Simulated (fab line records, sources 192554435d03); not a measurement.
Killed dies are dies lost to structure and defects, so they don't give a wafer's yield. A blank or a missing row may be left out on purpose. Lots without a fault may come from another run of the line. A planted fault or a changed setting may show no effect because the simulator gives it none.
Chamber matching | flow n5_finfet | N5_BEOL_M3_PRE_CLEAN_60 on cvd_co-02: 3 sister chambers
The step time 15 s. 22 wafers are shown with their chamber, then 11 later ones without.

WAFERS WITH THEIR CHAMBER
wafer  | chamber | heater_power_w (W)
L076.1 | 2       | 83
L076.3 | 0       | 133
L076.4 | 0       | 130
L080.1 | 0       | 130
L080.2 | 1       | 53
L080.4 | 0       | 134
L082.1 | 1       | 52
L082.2 | 2       | 86
L082.6 | 2       | 81
L085.2 | 0       | 132
L085.3 | 1       | 54
L085.6 | 0       | 133
L086.2 | 1       | 53
L086.3 | 2       | 84
L086.4 | 2       | 85
L087.2 | 1       | 53
L087.4 | 1       | 53
L087.6 | 1       | 52
L090.1 | 1       | 52
L090.3 | 0       | 132
L090.5 | 1       | 53
L092.1 | 2       | 86

SIGNATURES (means of the wafers above)
reading        | chamber 0 | chamber 1 | chamber 2 | scatter within a chamber
heater_power_w | 132.00    | 52.78     | 84.17     | 1.38
Rule: a wafer's distance from a chamber is the root of the sum, over the readings, of the square of ((its reading less the chamber's mean) divided by the reading's scatter). The wafer belongs to the nearest chamber; if the next one is less than 2 further off, it can't be placed. The scatter: the root of (the sum of the squares of (reading less its chamber's mean) over the shown wafers, divided by (wafers less chambers)).

WAFERS WITHOUT THEIR CHAMBER
wafer  | heater_power_w (W)
L092.2 | 131
L092.5 | 135
L095.1 | 133
L095.3 | 53
L095.4 | 134
L096.1 | 131
L096.2 | 53
L096.3 | 83
L097.1 | 54
L097.4 | 54
L097.5 | 86

WHICH CHAMBER EACH WENT THROUGH
wafer  | from the rows above | in truth
L092.2 | 0                   | 0
L092.5 | 0                   | 0
L095.1 | 0                   | 0
L095.3 | 1                   | 1
L095.4 | 0                   | 0
L096.1 | 0                   | 0
L096.2 | 1                   | 1
L096.3 | 2                   | 2
L097.1 | 1                   | 1
L097.4 | 1                   | 1
L097.5 | 2                   | 2
Placed correctly: 11 of 11. Can't be placed from these rows: 0. Placed wrongly: 0.
